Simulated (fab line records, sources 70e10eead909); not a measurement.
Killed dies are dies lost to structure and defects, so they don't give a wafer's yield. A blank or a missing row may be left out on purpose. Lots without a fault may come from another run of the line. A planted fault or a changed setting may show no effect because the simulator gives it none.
Chamber matching | flow nand_harc | NHARC_P_BONDPAD_CMP_19 on cmp-01: 4 sister chambers
The step polishes, t overpolish 30 s, cu recess touch 16 s, target thk 160.81 nm. 4 wafers are shown with their chamber, then 7 later ones without.

WAFERS WITH THEIR CHAMBER
wafer  | chamber | motor_current_A (A)
L529.6 | 0       | 12.3
L535.2 | 2       | 12.7
L538.1 | 1       | 11.8
L538.4 | 3       | 12.6

WAFERS WITHOUT THEIR CHAMBER
wafer  | motor_current_A (A)
L538.6 | 12.0
L542.2 | 12.2
L542.3 | 12.5
L542.5 | 12.1
L543.3 | 12.2
L543.5 | 11.3
L543.6 | 13.0

WHICH CHAMBER EACH WENT THROUGH
wafer  | from the rows above               | in truth
L538.6 | can't be placed: 1 or 0 or 3 or 2 | 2
L542.2 | can't be placed: 0 or 1 or 3 or 2 | 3
L542.3 | can't be placed: 3 or 0 or 2      | 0
L542.5 | can't be placed: 0 or 1 or 3 or 2 | 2
L543.3 | can't be placed: 0 or 1 or 3 or 2 | 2
L543.5 | can't be placed: 1 or 0           | 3
L543.6 | can't be placed: 2 or 3 or 0      | 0
Placed correctly: 0 of 7. Can't be placed from these rows: 7 (the true chamber is among the candidates in 6). Placed wrongly: 0.
How it was worked out, from the rows above alone: a wafer's distance from a chamber is the root of the sum, over the readings, of the square of ((its reading less the chamber's mean) divided by the reading's scatter). The wafer belongs to the nearest chamber; if the next one is less than 2 further off, it can't be placed. A chamber's mean is the mean of its shown wafers. The scatter: with one shown wafer a chamber, the root of the mean of the squares of how far each hidden wafer lies from its nearest shown one.
